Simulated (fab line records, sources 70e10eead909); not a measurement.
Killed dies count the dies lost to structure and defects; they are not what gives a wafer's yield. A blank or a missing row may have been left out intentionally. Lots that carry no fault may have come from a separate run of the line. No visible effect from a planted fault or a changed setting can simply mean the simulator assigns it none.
fab line records | flow nandHarc
record: lots: 14 wafers: 41 lastDay: 24
route steps=1159 shown A_SOURCE_PLATE@423 A_ONON_D1@432 END@1159
lots that met no fault: from a run of the same line without faults
startH: hours from the record's first day to the start of the lot's first wafer shown | waitH: hours from the lot's prior step to this one | " identical to the entry in the row above | L1.1+2: several wafers, shown together as one row | - value missing, or start not given | * or withheld: withheld | < > ~ a bound
route shown NAME@n: a module of which the file shows steps, and the number in the route of the first | usual: mean/standard deviation of fault-free wafers | same: alike in all rows | chamber/n: place in a boat | sites: the reading at each site | _std_site: standard deviation of those values | _edge_site: mean of outer sites minus mean of inner sites | radiusMm: for every site, how far away it sits from the centre of the wafer | mask NAME#n: copy n | behind: tool/chamber where the wafer was last shaped | hold: the reason the lot was held/the length of the hold in hours/how it ended | device: names the non-switching transistor (n, p or np) | end of line: at the end of the route, the tests of the same wafers | where a step has no rows: the recipe by itself | killed: dies that structure and defects cost at the first sort, which is not the same as the wafer's yield | map: per-die view of a wafer (x killed, . not killed, _ where there is no die)
set.NAME: the setting that was run; set.NAME@STEP: the one run at that earlier step | model.NAME: the simulator's own value behind a step, which no gauge read
the route's steps for a sample of lots (tables are steps, rows are wafers)
services: from which hour (startH, from the record's first day; less than 0 if before it) a tool's chamber was out of use, for how many hours, and why
== steps ==
step: NHARC_A_SOURCE_PLATE_INSPECT_08
usual: rawDefectCount: 65/28
columns lot.wafer tool chamber startH waitH rawDefectCount
L669.1 defectInspect-02 - 169.11 0.0 83
L669.2 " - " " 81
L669.5 " - " " 41
L667.1 defectInspect-01 - 169.12 0.0 28
L667.3 " - " " 28
L667.4 " - " " 53
L668.2 defectInspect-02 - 169.16 0.0 102
L668.5 " - " " 73
L668.6 " - " " 85
L670.1 defectInspect-02 - 173.54 0.0 55
L670.5 " - " " 47
L670.6 " - " " 29
L672.1 defectInspect-02 - 183.06 0.0 49
L672.3 " - " " 43
L672.5 " - " " 33
L674.1 defectInspect-02 - 190.49 0.0 54
L674.2 " - " " 16
L674.4 " - " " 37
L673.4 defectInspect-01 - 190.49 0.0 57
L673.5 " - " " 107
L673.6 " - " " 65
L677.1 defectInspect-01 - 215.28 0.0 61
L677.3 " - " " 57
L677.6 " - " " 44
L679.2 defectInspect-02 - 236.35 0.0 61
L679.3 " - " " 91
L679.4 " - " " 101
L681.3 defectInspect-02 - 240.39 0.0 82
L681.5 " - " " 63
L681.6 " - " " 84
L682.1 defectInspect-02 - 249.88 0.0 103
L682.4 " - " " 193
L682.6 " - " " 95
L685.2 defectInspect-01 - 269.73 0.0 50
L685.5 " - " " 62
L685.6 " - " " 52
L684.4 defectInspect-02 - 269.73 0.0 81
L684.5 " - " " 60
L684.6 " - " " 62
L688.1 defectInspect-02 - 279.74 0.0 66
L688.2 " - " " 90
step: NHARC_A_ONON_D1_DEP_12
recipe: targetThkA: 10000 n2FlowSccm: 2750 n2oFlowSccm: 2000 nh3FlowSccm: 500 sih4FlowSccm: 210 tempC: 400
usual: sih4FlowSccm: 210.1/0.68 susceptorTempC: 400.00/0.23
columns lot.wafer tool chamber startH waitH sih4FlowSccm susceptorTempC
L669.1 pecvdOnon-03 0 171.44 0.1 208.8 399.80
L669.2 " 0 " " 209.4 399.55
L669.5 " 0 " " 209.5 399.51
L667.1 pecvdOnon-04 0 171.46 0.1 210.1 399.92
L667.3 " 0 " " 209.8 400.18
L667.4 " 0 " " 210.6 400.11
L668.2 pecvdOnon-03 0 171.85 0.1 210.2 399.69
L668.5 " 0 " " 209.8 400.20
L668.6 " 0 " " 210.1 399.81
L670.1 pecvdOnon-02 0 175.89 0.1 211.2 400.08
L670.5 " 0 " " 211.0 400.15
L670.6 " 0 " " 210.1 400.10
L672.1 pecvdOnon-02 0 185.60 0.1 209.2 399.72
L672.3 " 0 " " 209.8 399.99
L672.5 " 0 " " 209.1 399.81
L674.1 pecvdOnon-03 0 192.98 0.2 209.6 400.05
L674.2 " 0 " " 209.5 400.08
L674.4 " 0 " " 209.0 400.21
L673.4 pecvdOnon-04 0 193.02 0.2 210.8 399.70
L673.5 " 0 " " 210.1 399.40
L673.6 " 0 " " 210.4 399.75
L677.1 pecvdOnon-04 0 217.61 0.1 210.5 399.97
L677.3 " 0 " " 211.1 400.02
L677.6 " 0 " " 210.3 399.97
L679.2 pecvdOnon-03 0 238.75 0.1 210.1 399.96
L679.3 " 0 " " 209.9 399.73
L679.4 " 0 " " 210.5 399.98
L681.3 pecvdOnon-03 0 242.84 0.2 210.9 400.00
L681.5 " 0 " " 210.9 399.88
L681.6 " 0 " " 210.5 399.86
L682.1 pecvdOnon-03 0 252.22 0.1 210.8 400.06
L682.4 " 0 " " 210.0 400.11
L682.6 " 0 " " 209.9 400.20
L684.4 pecvdOnon-02 0 272.24 0.2 211.3 400.30
L684.5 " 0 " " 209.5 400.21
L684.6 " 0 " " 209.5 400.18
L685.2 pecvdOnon-03 0 272.27 0.1 210.3 399.98
L685.5 " 0 " " 210.4 399.85
L685.6 " 0 " " 209.2 399.86
L688.1 pecvdOnon-03 0 282.13 0.1 210.6 400.27
L688.2 " 0 " " 210.5 400.58
step: NHARC_A_ONON_D1_THK_MEAS_14
recipe: thkMeasGauge: ellipsometry
usual: thkNm: 999/12
columns lot.wafer tool chamber startH waitH thkNm
L669.1 filmMetro-01 - 171.95 - 1001
L669.2 " - " " 1002
L669.5 " - " " 1002
L667.1 filmMetro-02 - 171.97 - 1001
L667.3 " - " " 999
L667.4 " - " " 1000
L668.2 filmMetro-02 - 172.30 - 991
L668.5 " - " " 990
L668.6 " - " " 988
L670.1 filmMetro-01 - 176.40 - 981
L670.5 " - " " 985
L670.6 " - " " 984
L672.1 filmMetro-01 - 186.11 - 999
L672.3 " - " " 997
L672.5 " - " " 997
L673.4 filmMetro-02 - 193.36 - 993
L673.5 " - " " 993
L673.6 " - " " 992
L674.1 filmMetro-01 - 193.49 - 990
L674.2 " - " " 989
L674.4 " - " " 987
L677.1 filmMetro-01 - 218.15 - 989
L677.3 " - " " 987
L677.6 " - " " 989
L679.2 filmMetro-01 - 239.21 - 1030
L679.3 " - " " 1030
L679.4 " - " " 1029
L681.3 filmMetro-02 - 243.24 - 996
L681.5 " - " " 996
L681.6 " - " " 995
L682.1 filmMetro-02 - 252.73 - 991
L682.4 " - " " 1322
L682.6 " - " " 989
L684.4 filmMetro-01 - 272.58 - 1017
L684.5 " - " " 1017
L684.6 " - " " 1016
L685.2 filmMetro-02 - 272.72 - 1334
L685.5 " - " " 1005
L685.6 " - " " 1004
L688.1 filmMetro-01 - 282.64 - 996
L688.2 " - " " 1327
step: NHARC_A_ONON_D1_DEP_33
recipe: targetThkA: 2000 tempC: 400 pressureTorr: 6.5 rfW: 900 teosFlowSccm: 161.4 flowSccm: 2650 targetThkNm: 200 gas: O2 material: SiO2
usual: heaterPowerW: 554/86 mfcPrecursorSccm: 161.5/0.48 susceptorTempC: 399.98/0.24 throttleValvePct: 15.6/0.65
columns lot.wafer tool chamber startH waitH heaterPowerW mfcPrecursorSccm susceptorTempC throttleValvePct
L669.1 pecvd-02 2 183.31 0.1 509 161.6 399.87 14.6
L669.2 " 1 " " 641 160.3 400.02 15.6
L669.5 " 1 " " 649 160.7 399.86 15.9
L667.1 pecvd-02 0 183.59 0.1 542 161.6 399.71 15.2
L667.3 " 1 " " 724 162.1 400.35 15.8
L667.4 " 0 " " 569 161.6 399.89 15.7
L668.2 pecvd-04 1 183.71 0.1 497 162.0 399.62 16.3
L668.5 " 0 " " 538 160.4 399.81 15.9
L668.6 " 2 " " 757 161.0 399.72 14.7
L670.1 pecvd-02 0 184.03 0.1 556 162.4 400.05 15.4
L670.5 " 0 " " 555 161.6 400.34 15.4
L670.6 " 2 " " 526 161.4 399.71 14.9
L672.3 pecvd-02 1 195.68 0.2 721 161.9 400.01 15.9
L672.1 " 2 " " 506 161.3 400.11 14.4
L672.5 " 2 " " 516 161.0 400.44 14.6
L674.2 pecvd-02 2 202.92 0.1 516 161.0 399.67 14.6
L674.1 " 0 " " 582 161.7 400.20 15.6
L674.4 " 1 " " 630 160.9 399.82 16.0
L673.4 pecvd-03 2 202.95 0.2 509 161.0 399.87 15.7
L673.6 " 0 " " 610 161.6 399.60 14.9
L673.5 " 1 " " 480 160.5 399.94 16.5
L677.1 pecvd-03 2 227.59 0.1 450 161.4 400.07 15.9
L677.3 " 1 " " 450 160.9 399.69 16.7
L677.6 " 2 " " 455 161.7 400.17 16.1
L679.2 pecvd-03 2 248.62 0.1 565 161.3 399.95 16.1
L679.3 " 0 " " 575 162.0 400.15 15.3
L679.4 " 0 " " 597 161.7 400.16 15.0
L681.3 pecvd-03 0 252.68 0.1 592 161.6 400.00 15.3
L681.5 " 1 " " 505 160.9 399.65 16.7
L681.6 " 2 " " 528 161.9 400.11 16.1
L682.1 pecvd-03 2 262.57 0.1 532 161.3 399.99 16.0
L682.4 " 2 " " 529 160.5 400.30 16.2
L682.6 " 1 " " 496 161.8 400.02 16.6
L685.2 pecvd-04 1 283.51 0.1 631 161.8 400.08 16.6
L685.5 " 2 " " 783 161.1 399.94 15.4
L685.6 " 0 " " 421 161.9 400.02 15.6
L684.4 pecvd-02 1 283.75 0.2 582 161.7 400.01 15.9
L684.5 " 2 " " 557 161.7 400.23 14.8
L684.6 " 0 " " 493 161.1 400.19 15.6
L688.2 pecvd-04 0 292.13 0.1 534 160.9 400.06 15.8
L688.1 " 1 " " 544 161.5 399.79 16.6
step: NHARC_END_SORT_01
recipe: tempC: 25
usual: killedAtArray: 29/11 killedAtOther: 0.5/0.8 killedAtPeriphery: 3.5/2.8 killedDies: 33/12 killedOpen: 3.1/1.8 killedShort: 1.8/1.4
same: grossDies: 677
columns lot.wafer tool chamber startH waitH killedAtArray killedAtOther killedAtPeriphery killedDies killedOpen killedShort
L670.1 prober-02 0 444.36 2.5 12 0 4 16 4 0
L670.5 prober-02 0 447.50 3.6 10 0 4 14 1 0
L670.6 prober-02 0 448.28 3.9 16 0 3 19 3 4
L667.1 prober-02 0 453.24 2.5 9 0 1 10 2 2
L667.3 prober-02 0 454.83 3.1 11 0 3 14 5 1
L667.4 prober-02 0 455.63 3.4 5 0 2 7 4 1
L669.1 prober-02 0 461.04 2.5 18 0 3 21 5 3
L669.2 prober-02 0 461.84 2.8 17 0 2 19 5 2
L669.5 prober-02 0 464.23 3.7 15 0 1 16 2 1
L668.2 prober-02 0 469.61 2.8 42 2 4 48 3 5
L668.5 prober-02 0 471.99 3.7 23 1 8 32 3 1
L668.6 prober-02 0 472.78 4.0 34 1 11 46 1 2
L672.1 prober-02 0 484.46 2.5 13 0 1 14 1 1
L672.3 prober-02 0 486.06 3.1 11 0 3 14 2 1
L672.5 prober-02 0 487.66 3.7 12 0 4 16 4 1
L674.1 prober-01 0 486.22 2.5 27 0 4 31 1 3
L674.2 prober-01 0 487.03 2.8 31 0 1 32 0 4
L674.4 prober-01 0 488.64 3.4 30 0 6 36 3 0
L673.4 prober-02 0 494.69 3.4 22 2 0 24 5 2
L673.5 prober-02 0 495.49 3.7 16 3 3 22 5 2
L673.6 prober-02 0 496.28 4.0 23 2 7 32 5 2
L679.2 prober-02 0 513.15 2.8 25 1 4 30 6 3
L679.3 prober-02 0 513.95 3.1 33 0 0 33 3 2
L679.4 prober-02 0 514.75 3.4 35 0 1 36 3 2
L677.1 prober-01 0 513.94 2.5 24 0 1 25 3 0
L677.3 prober-01 0 515.57 3.1 18 1 1 20 2 0
L677.6 prober-01 0 518.00 4.1 19 1 1 21 2 1
L681.3 prober-01 0 523.38 3.1 18 1 3 22 2 3
L681.5 prober-01 0 524.99 3.7 15 2 11 28 2 2
L681.6 prober-01 0 525.79 4.0 24 1 3 28 4 1
L685.2 prober-01 0 543.48 2.8 673 1 3 677 7 4
L685.5 prober-01 0 545.90 3.7 16 2 2 20 3 1
L685.6 prober-01 0 546.70 4.0 21 0 3 24 3 4
L682.1 prober-02 0 550.42 2.5 32 0 1 33 2 0
L682.4 prober-02 0 552.82 3.4 676 0 1 677 2 0
L682.6 prober-02 0 554.42 4.0 39 0 2 41 3 1
L684.4 prober-01 0 552.88 3.4 21 2 5 28 4 1
L684.5 prober-01 0 553.68 3.7 40 0 11 51 5 4
L684.6 prober-01 0 554.49 4.0 38 1 6 45 6 0
L688.1 prober-01 0 584.53 2.5 27 0 1 28 0 1
L688.2 prober-01 0 585.34 2.8 669 2 6 677 3 0
killed by level:class
L670.1 A_CONTACT:chamberFilmFlake=4 A_CHANNEL_HOLE_D1:chamberFilmFlake=3 A_CHANNEL_FILL_D1:geometricParticle:open=1 A_SGD_CUT:geometricParticle:open=1 A_CONTACT:geometricParticle:open=1 A_BLC:geometricParticle:open=1 P_STI:chamberFilmFlake=1 P_GATE:chamberFilmFlake=1
L670.5 A_CHANNEL_HOLE_D1:chamberFilmFlake=4 P_STI:chamberFilmFlake=3 A_CONTACT:chamberFilmFlake=3 A_STAIRCASE:chamberFilmFlake=2 A_CONTACT:geometricParticle:open=1 P_M1:chamberFilmFlake=1
L670.6 A_CHANNEL_HOLE_D1:chamberFilmFlake=5 A_SLIT:chamberFilmFlake=3 A_CONTACT:geometricParticle:open=2 A_M0:geometricParticle:short=2 A_CONTACT:chamberFilmFlake=2 P_M2:geometricParticle:short=1 A_BLC:geometricParticle:short=1 A_M0:geometricParticle:open=1
L667.1 A_CONTACT:chamberFilmFlake=2 A_ONON_D1:geometricParticle:short=1 A_WL_FILL:geometricParticle:short=1 A_WL_FILL:geometricParticle:open=1 A_CONTACT:geometricParticle:open=1 P_STI:chamberFilmFlake=1 A_CHANNEL_HOLE_D1:chamberFilmFlake=1 A_STAIRCASE:chamberFilmFlake=1
L667.3 A_CHANNEL_HOLE_D1:chamberFilmFlake=3 A_CONTACT:chamberFilmFlake=3 P_M0:geometricParticle:open=2 A_M0:geometricParticle:open=2 A_ONON_D1:geometricParticle:short=1 A_CHANNEL_HOLE_D1:geometricParticle:open=1 P_ZERO_WELL:chamberFilmFlake=1 A_ZERO_WELL:chamberFilmFlake=1
L667.4 P_CONTACT:geometricParticle:open=1 A_ONON_D1:geometricParticle:open=1 A_CHANNEL_FILL_D1:geometricParticle:open=1 A_CHANNEL_FILL_D1:geometricParticle:short=1 A_WL_FILL:geometricParticle:open=1 P_GATE:chamberFilmFlake=1 A_STAIRCASE:chamberFilmFlake=1
L669.1 A_CONTACT:chamberFilmFlake=4 A_CHANNEL_HOLE_D1:chamberFilmFlake=3 A_ONON_D1:geometricParticle:open=2 P_ZERO_WELL:chamberFilmFlake=2 A_SLIT:chamberFilmFlake=2 P_CONTACT:geometricParticle:short=1 A_ONON_D1:geometricParticle:short=1 A_WL_FILL:geometricParticle:short=1
L669.2 A_M1:chamberFilmFlake=5 A_CONTACT:geometricParticle:open=2 A_CHANNEL_HOLE_D1:chamberFilmFlake=2 A_STAIRCASE:chamberFilmFlake=2 A_CONTACT:chamberFilmFlake=2 P_CONTACT:geometricParticle:open=1 A_ONON_D1:geometricParticle:open=1 A_ONON_D1:geometricParticle:short=1
L669.5 A_STAIRCASE:chamberFilmFlake=4 A_M1:chamberFilmFlake=4 A_CONTACT:chamberFilmFlake=3 A_CHANNEL_HOLE_D1:chamberFilmFlake=2 P_M2:geometricParticle:short=1 A_ONON_D1:geometricParticle:open=1 A_CHANNEL_FILL_D1:geometricParticle:open=1
L668.2 A_SLIT:chamberFilmFlake=16 A_CHANNEL_HOLE_D1:chamberFilmFlake=15 A_STAIRCASE:chamberFilmFlake=3 A_CHANNEL_FILL_D1:geometricParticle:short=2 P_M1:chamberFilmFlake=2 THIN_TSV:chamberFilmFlake=2 P_GATE:geometricParticle:short=1 P_GATE:geometricParticle:open=1
L668.5 A_CHANNEL_HOLE_D1:chamberFilmFlake=11 A_SLIT:chamberFilmFlake=10 P_M1:chamberFilmFlake=3 P_STI:chamberFilmFlake=2 P_GATE:geometricParticle:open=1 P_GATE:geometricParticle:short=1 P_BONDPAD:geometricParticle:open=1 A_WL_FILL:geometricParticle:open=1
L668.6 A_CHANNEL_HOLE_D1:chamberFilmFlake=15 A_SLIT:chamberFilmFlake=9 A_WL_FILL:chamberFilmFlake=5 P_STI:chamberFilmFlake=4 P_M1:chamberFilmFlake=4 A_CONTACT:chamberFilmFlake=3 P_GATE:geometricParticle:open=1 P_M2:geometricParticle:short=1
L672.1 A_CHANNEL_HOLE_D1:chamberFilmFlake=4 A_CONTACT:chamberFilmFlake=3 A_ZERO_WELL:chamberFilmFlake=2 A_STAIRCASE:chamberFilmFlake=2 A_CHANNEL_FILL_D1:geometricParticle:short=1 A_CONTACT:geometricParticle:open=1 P_ZERO_WELL:chamberFilmFlake=1
L672.3 A_CHANNEL_HOLE_D1:chamberFilmFlake=3 A_CONTACT:chamberFilmFlake=3 A_STAIRCASE:chamberFilmFlake=2 P_M0:geometricParticle:short=1 A_CHANNEL_FILL_D1:geometricParticle:open=1 A_M0:geometricParticle:open=1 P_ZERO_WELL:chamberFilmFlake=1 P_GATE:chamberFilmFlake=1
L674.1 A_SGD_CUT:chamberFilmFlake=11 A_SLIT:chamberFilmFlake=9 P_M0:geometricParticle:short=2 P_ZERO_WELL:chamberFilmFlake=2 A_ZERO_WELL:chamberFilmFlake=2 A_STAIRCASE:chamberFilmFlake=2 A_SGD_CUT:geometricParticle:open=1 A_M0:geometricParticle:short=1
L674.2 A_SLIT:chamberFilmFlake=8 A_CONTACT:chamberFilmFlake=7 A_CHANNEL_HOLE_D1:chamberFilmFlake=5 A_SGD_CUT:chamberFilmFlake=4 A_STAIRCASE:chamberFilmFlake=2 A_ONON_D1:geometricParticle:short=1 A_CHANNEL_HOLE_D1:geometricParticle:short=1 A_WL_FILL:geometricParticle:short=1
L672.5 A_CHANNEL_HOLE_D1:chamberFilmFlake=4 A_M1:geometricParticle:open=3 P_GATE:chamberFilmFlake=2 A_WL_FILL:chamberFilmFlake=2 A_CONTACT:geometricParticle:open=1 A_M0:geometricParticle:short=1 P_STI:chamberFilmFlake=1 P_CONTACT:chamberFilmFlake=1
L674.4 A_SLIT:chamberFilmFlake=13 A_CONTACT:chamberFilmFlake=5 A_ZERO_WELL:chamberFilmFlake=3 A_SGD_CUT:chamberFilmFlake=3 P_ZERO_WELL:chamberFilmFlake=2 P_STI:chamberFilmFlake=2 A_CHANNEL_HOLE_D1:chamberFilmFlake=2 A_STAIRCASE:chamberFilmFlake=2
L673.4 A_CHANNEL_HOLE_D1:chamberFilmFlake=9 A_STAIRCASE:chamberFilmFlake=3 A_CONTACT:chamberFilmFlake=3 A_WL_FILL:geometricParticle:open=2 THIN_TSV:chamberFilmFlake=2 A_SOURCE_PLATE:geometricParticle:open=1 A_CHANNEL_FILL_D1:geometricParticle:open=1 A_WL_FILL:geometricParticle:short=1
L673.5 A_CHANNEL_HOLE_D1:chamberFilmFlake=8 A_CONTACT:chamberFilmFlake=3 A_CONTACT:geometricParticle:open=2 THIN_TSV:chamberFilmFlake=2 P_GATE:geometricParticle:open=1 A_ONON_D1:geometricParticle:short=1 A_WL_FILL:geometricParticle:short=1 A_BLC:geometricParticle:open=1
L673.6 A_CHANNEL_HOLE_D1:chamberFilmFlake=15 P_STI:chamberFilmFlake=2 P_GATE:chamberFilmFlake=2 A_CONTACT:chamberFilmFlake=2 THIN_TSV:chamberFilmFlake=2 P_GATE:geometricParticle:open=1 P_CONTACT:geometricParticle:open=1 P_M2:geometricParticle:open=1
L679.2 A_SLIT:chamberFilmFlake=16 P_GATE:geometricParticle:short=2 A_CHANNEL_HOLE_D1:chamberFilmFlake=2 P_M0:geometricParticle:open=1 A_ONON_D1:geometricParticle:open=1 A_CHANNEL_FILL_D1:geometricParticle:open=1 A_CONTACT:geometricParticle:short=1 A_CONTACT:geometricParticle:open=1
L677.1 A_CHANNEL_HOLE_D1:chamberFilmFlake=5 A_M1:chamberFilmFlake=5 A_CHANNEL_FILL_D1:chamberFilmFlake=3 A_CONTACT:chamberFilmFlake=3 A_STAIRCASE:chamberFilmFlake=2 A_M0:chamberFilmFlake=2 A_ONON_D1:geometricParticle:open=1 A_SGD_CUT:geometricParticle:open=1
L679.3 A_SLIT:chamberFilmFlake=16 A_CHANNEL_HOLE_D1:chamberFilmFlake=6 A_CONTACT:chamberFilmFlake=3 A_STAIRCASE:chamberFilmFlake=2 A_CHANNEL_HOLE_D1:geometricParticle:short=1 A_CHANNEL_HOLE_D1:geometricParticle:open=1 A_CHANNEL_FILL_D1:geometricParticle:short=1 A_CONTACT:geometricParticle:open=1
L679.4 A_SLIT:chamberFilmFlake=18 A_CHANNEL_HOLE_D1:chamberFilmFlake=6 A_STAIRCASE:chamberFilmFlake=2 A_CONTACT:chamberFilmFlake=2 A_CHANNEL_HOLE_D1:geometricParticle:short=1 A_WL_FILL:geometricParticle:open=1 A_CONTACT:geometricParticle:short=1 A_CONTACT:geometricParticle:open=1
L677.3 A_CHANNEL_HOLE_D1:chamberFilmFlake=5 A_M1:chamberFilmFlake=4 A_STAIRCASE:chamberFilmFlake=3 A_CONTACT:chamberFilmFlake=3 P_GATE:geometricParticle:open=1 A_CONTACT:geometricParticle:open=1 A_WL_FILL:chamberFilmFlake=1 A_CHANNEL_FILL_D1:chamberFilmFlake=1
L677.6 A_STAIRCASE:chamberFilmFlake=5 A_M0:chamberFilmFlake=5 A_CONTACT:chamberFilmFlake=2 A_M1:chamberFilmFlake=2 P_CONTACT:geometricParticle:open=1 A_WL_FILL:geometricParticle:short=1 A_CONTACT:geometricParticle:open=1 A_CHANNEL_HOLE_D1:chamberFilmFlake=1
L681.3 A_CHANNEL_HOLE_D1:chamberFilmFlake=7 A_STAIRCASE:chamberFilmFlake=3 A_CONTACT:chamberFilmFlake=3 P_STI:chamberFilmFlake=2 A_SOURCE_PLATE:geometricParticle:open=1 A_ONON_D1:geometricParticle:short=1 A_WL_FILL:geometricParticle:short=1 A_CONTACT:geometricParticle:open=1
L681.5 P_STI:chamberFilmFlake=4 P_BONDPAD:chamberFilmFlake=4 A_CHANNEL_HOLE_D1:chamberFilmFlake=4 A_STAIRCASE:chamberFilmFlake=4 A_CONTACT:chamberFilmFlake=3 P_ZERO_WELL:chamberFilmFlake=2 P_M2:geometricParticle:open=1 A_SGD_CUT:geometricParticle:open=1
L681.6 A_CHANNEL_HOLE_D1:chamberFilmFlake=9 A_CONTACT:chamberFilmFlake=5 A_CHANNEL_FILL_D1:chamberFilmFlake=3 P_M0:geometricParticle:open=2 A_WL_FILL:chamberFilmFlake=2 A_ONON_D1:geometricParticle:short=1 A_ONON_D1:geometricParticle:open=1 A_BLC:geometricParticle:open=1
L685.2 A_ONON_D1:areaDep=642 A_CHANNEL_HOLE_D1:chamberFilmFlake=11 A_STAIRCASE:chamberFilmFlake=8 A_CONTACT:chamberFilmFlake=3 A_CONTACT:geometricParticle:open=2 P_GATE:geometricParticle:open=1 P_M0:geometricParticle:open=1 A_SOURCE_PLATE:geometricParticle:open=1
L685.5 A_CHANNEL_HOLE_D1:chamberFilmFlake=5 A_CONTACT:chamberFilmFlake=4 A_CONTACT:geometricParticle:open=2 A_ZERO_WELL:chamberFilmFlake=2 A_STAIRCASE:chamberFilmFlake=2 THIN_TSV:chamberFilmFlake=2 P_CONTACT:geometricParticle:short=1 P_CONTACT:geometricParticle:open=1
L685.6 A_CHANNEL_HOLE_D1:chamberFilmFlake=10 A_STAIRCASE:chamberFilmFlake=6 P_CONTACT:geometricParticle:short=1 P_CONTACT:geometricParticle:open=1 P_M0:geometricParticle:open=1 A_ONON_D1:geometricParticle:short=1 A_CHANNEL_HOLE_D1:geometricParticle:short=1 A_CONTACT:geometricParticle:short=1
L682.1 A_SLIT:chamberFilmFlake=17 A_CHANNEL_HOLE_D1:chamberFilmFlake=6 A_STAIRCASE:chamberFilmFlake=4 A_CHANNEL_FILL_D1:chamberFilmFlake=2 A_SGD_CUT:geometricParticle:open=1 A_WL_FILL:geometricParticle:open=1 P_ZERO_WELL:chamberFilmFlake=1 A_ZERO_WELL:chamberFilmFlake=1
L682.4 A_ONON_D1:areaDep=643 A_SLIT:chamberFilmFlake=19 A_STAIRCASE:chamberFilmFlake=5 A_ZERO_WELL:chamberFilmFlake=3 A_CHANNEL_HOLE_D1:chamberFilmFlake=2 A_CONTACT:chamberFilmFlake=2 P_M0:geometricParticle:open=1 A_CHANNEL_FILL_D1:geometricParticle:open=1
L684.4 A_CHANNEL_HOLE_D1:chamberFilmFlake=12 P_ZERO_WELL:chamberFilmFlake=2 A_STAIRCASE:chamberFilmFlake=2 P_M0:geometricParticle:open=1 A_STAIRCASE:geometricParticle:open=1 A_BLC:geometricParticle:open=1 A_M0:geometricParticle:open=1 P_STI:chamberFilmFlake=1
L684.5 A_CHANNEL_HOLE_D1:chamberFilmFlake=28 P_GATE:chamberFilmFlake=4 A_STAIRCASE:chamberFilmFlake=4 P_STI:chamberFilmFlake=3 A_CONTACT:geometricParticle:open=2 P_GATE:geometricParticle:short=1 P_CONTACT:geometricParticle:short=1 P_M0:geometricParticle:open=1
L682.6 A_SLIT:chamberFilmFlake=19 A_CHANNEL_HOLE_D1:chamberFilmFlake=9 A_CONTACT:chamberFilmFlake=5 P_ZERO_WELL:chamberFilmFlake=2 A_SOURCE_PLATE:geometricParticle:open=1 A_ONON_D1:geometricParticle:open=1 A_CONTACT:geometricParticle:short=1 A_CONTACT:geometricParticle:open=1
L684.6 A_CHANNEL_HOLE_D1:chamberFilmFlake=20 A_STAIRCASE:chamberFilmFlake=7 A_CONTACT:chamberFilmFlake=4 P_STI:chamberFilmFlake=3 A_CONTACT:geometricParticle:open=2 A_M0:chamberFilmFlake=2 P_CONTACT:geometricParticle:open=1 A_CHANNEL_HOLE_D1:geometricParticle:open=1
L688.1 A_CHANNEL_HOLE_D1:chamberFilmFlake=16 A_CONTACT:chamberFilmFlake=9 P_CONTACT:geometricParticle:short=1 A_STAIRCASE:chamberFilmFlake=1 A_WL_FILL:chamberFilmFlake=1
L688.2 A_ONON_D1:areaDep=640 A_CHANNEL_HOLE_D1:chamberFilmFlake=15 A_CONTACT:chamberFilmFlake=10 A_STAIRCASE:chamberFilmFlake=3 P_GATE:chamberFilmFlake=2 THIN_TSV:chamberFilmFlake=2 P_M0:geometricParticle:open=1 P_M1:geometricParticle:open=1
== services ==
columns tool chamber startH hours kind
pecvd-02 - 153.00 13.0 pm
pecvd-02 0 153.00 13.0 ventCycle
pecvd-02 1 153.00 13.0 ventCycle
pecvd-02 2 153.00 13.0 ventCycle
pecvdOnon-03 - 153.00 13.0 pm
pecvd-02 0 166.00 - clean
pecvd-02 1 166.00 - clean
pecvd-02 2 166.00 - clean
pecvd-04 - 195.31 13.0 pm
pecvd-04 0 195.31 13.0 ventCycle
pecvd-04 1 195.31 13.0 ventCycle
pecvd-04 2 195.31 13.0 ventCycle
pecvd-04 0 208.31 - clean
pecvd-04 1 208.31 - clean
pecvd-04 2 208.31 - clean
pecvdOnon-04 - 220.87 1.0 repair
pecvdOnon-04 - 237.00 13.0 pm
pecvd-04 0 259.31 12.0 repair
pecvdOnon-02 - 289.71 1.1 repair
== key ==
firstSign: step: NHARC_A_ONON_D1_THK_MEAS_14 reading: thkNm direction: up sigmas: 28 usual: 999 struck: 1328
effect: step: NHARC_END_SORT_01 reading: killedAtArray direction: up sigmas: 57 usual: 29 struck: 673
moreKillsBornAt: NHARC_A_ONON_D1_DEP_12@pecvdOnon-03: 1925
metAt NHARC_A_ONON_D1_DEP_12
struckLots L682,L685,L688
struckWafers L682.4,L685.2,L688.2
laterRowsLeftOut L682.4,L685.2,L688.2
testerLeftOut L682,L685,L688
notActingAt NHARC_A_SOURCE_PLATE_INSPECT_08,NHARC_A_ONON_D1_DEP_33
onsetBetween 242.84 252.22
fault: kind: processParameterDrift tool: pecvdOnon-03 chamber: - onsetH: 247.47 steps: NHARC_A_ONON_D1_DEP_12 channel: targetThkA offset: * shape: step endH: 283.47 scope: struckWafersOnly actsIn: * stated: *
testerLeftOut: of these lots the tester's yield and bins aren't shown, on N5 and GAA mostly nor the transistor test; their killed dies are dies lost to structure and defects alone, not to doping, threshold or leakage, so they don't give the yield
laterRowsLeftOut: the simulator's readings of these wafers behind a module that went badly wrong aren't trusted and aren't shown, but for the sort
